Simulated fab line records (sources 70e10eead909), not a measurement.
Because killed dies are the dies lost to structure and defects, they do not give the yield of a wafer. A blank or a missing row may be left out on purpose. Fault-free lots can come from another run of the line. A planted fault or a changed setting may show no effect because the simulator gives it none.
Matching of chambers / flow nand_harc / 4 sister chambers for NHARC_THIN_TSV_DESCUM_35 on rie_diel-11
The step chemistry O2, time 3 s. 14 wafers are shown with their chamber, then 7 later ones without.

## WAFERS WITH THEIR CHAMBER
wafer=L375.3; chamber=1; drypump_motor_current_A (A)=5.9; rf_vpp_V (V)=56.5; oes_product_au (a.u.)=0.994
wafer=L375.5; chamber=1; drypump_motor_current_A (A)=5.8; rf_vpp_V (V)=57.7; oes_product_au (a.u.)=0.993
wafer=L375.6; chamber=2; drypump_motor_current_A (A)=5.5; rf_vpp_V (V)=57.3; oes_product_au (a.u.)=0.999
wafer=L383.1; chamber=3; drypump_motor_current_A (A)=6.4; rf_vpp_V (V)=57.2; oes_product_au (a.u.)=0.997
wafer=L383.2; chamber=0; drypump_motor_current_A (A)=6.7; rf_vpp_V (V)=57.8; oes_product_au (a.u.)=1.004
wafer=L383.4; chamber=2; drypump_motor_current_A (A)=5.5; rf_vpp_V (V)=56.0; oes_product_au (a.u.)=1.006
wafer=L388.1; chamber=3; drypump_motor_current_A (A)=6.5; rf_vpp_V (V)=57.9; oes_product_au (a.u.)=0.999
wafer=L388.3; chamber=1; drypump_motor_current_A (A)=5.9; rf_vpp_V (V)=56.6; oes_product_au (a.u.)=1.002
wafer=L388.6; chamber=2; drypump_motor_current_A (A)=5.5; rf_vpp_V (V)=57.0; oes_product_au (a.u.)=1.010
wafer=L392.2; chamber=2; drypump_motor_current_A (A)=5.5; rf_vpp_V (V)=58.8; oes_product_au (a.u.)=0.992
wafer=L392.4; chamber=0; drypump_motor_current_A (A)=6.7; rf_vpp_V (V)=57.6; oes_product_au (a.u.)=1.011
wafer=L392.6; chamber=3; drypump_motor_current_A (A)=6.4; rf_vpp_V (V)=58.1; oes_product_au (a.u.)=0.988
wafer=L396.2; chamber=0; drypump_motor_current_A (A)=6.6; rf_vpp_V (V)=58.6; oes_product_au (a.u.)=0.993
wafer=L396.5; chamber=0; drypump_motor_current_A (A)=6.7; rf_vpp_V (V)=59.2; oes_product_au (a.u.)=1.004

SIGNATURES (averages over the wafers above)
reading=drypump_motor_current_A; chamber 0=6.675; chamber 1=5.867; chamber 2=5.500; chamber 3=6.433; scatter within a chamber=0.0456
reading=rf_vpp_V; chamber 0=58.300; chamber 1=56.933; chamber 2=57.275; chamber 3=57.733; scatter within a chamber=0.837
reading=oes_product_au; chamber 0=1.00300; chamber 1=0.99633; chamber 2=1.00175; chamber 3=0.99467; scatter within a chamber=0.00687
Rule: for each reading, subtract the chamber's mean from the wafer's reading, divide by that reading's scatter and square the result; add these up over the readings and take the root, which gives the wafer's distance from the chamber. If the next closest chamber is less than 2 further off than the closest, the wafer can't be placed; otherwise it belongs to the closest. The scatter: the root of (the sum of the squares of (reading less its chamber's mean) over the shown wafers, divided by (wafers less chambers)).

## WAFERS WITHOUT THEIR CHAMBER
wafer=L396.6; drypump_motor_current_A (A)=6.4; rf_vpp_V (V)=57.1; oes_product_au (a.u.)=0.989
wafer=L395.1; drypump_motor_current_A (A)=5.5; rf_vpp_V (V)=56.2; oes_product_au (a.u.)=1.005
wafer=L395.4; drypump_motor_current_A (A)=6.6; rf_vpp_V (V)=58.2; oes_product_au (a.u.)=0.997
wafer=L395.5; drypump_motor_current_A (A)=5.8; rf_vpp_V (V)=58.6; oes_product_au (a.u.)=0.986
wafer=L397.1; drypump_motor_current_A (A)=5.5; rf_vpp_V (V)=57.4; oes_product_au (a.u.)=0.996
wafer=L397.3; drypump_motor_current_A (A)=6.4; rf_vpp_V (V)=57.5; oes_product_au (a.u.)=1.004
wafer=L397.4; drypump_motor_current_A (A)=5.8; rf_vpp_V (V)=57.6; oes_product_au (a.u.)=0.986

## WHICH CHAMBER EACH ONE RAN IN
wafer=L396.6; from the rows above=3; in truth=3
wafer=L395.1; from the rows above=2; in truth=2
wafer=L395.4; from the rows above=can't be placed: 0 or 3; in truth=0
wafer=L395.5; from the rows above=1; in truth=1
wafer=L397.1; from the rows above=2; in truth=2
wafer=L397.3; from the rows above=3; in truth=3
wafer=L397.4; from the rows above=1; in truth=1
6 of 7 placed correctly. Can't be placed from these rows: 1 (the true chamber is among the candidates in 1). Placed wrongly: 0.
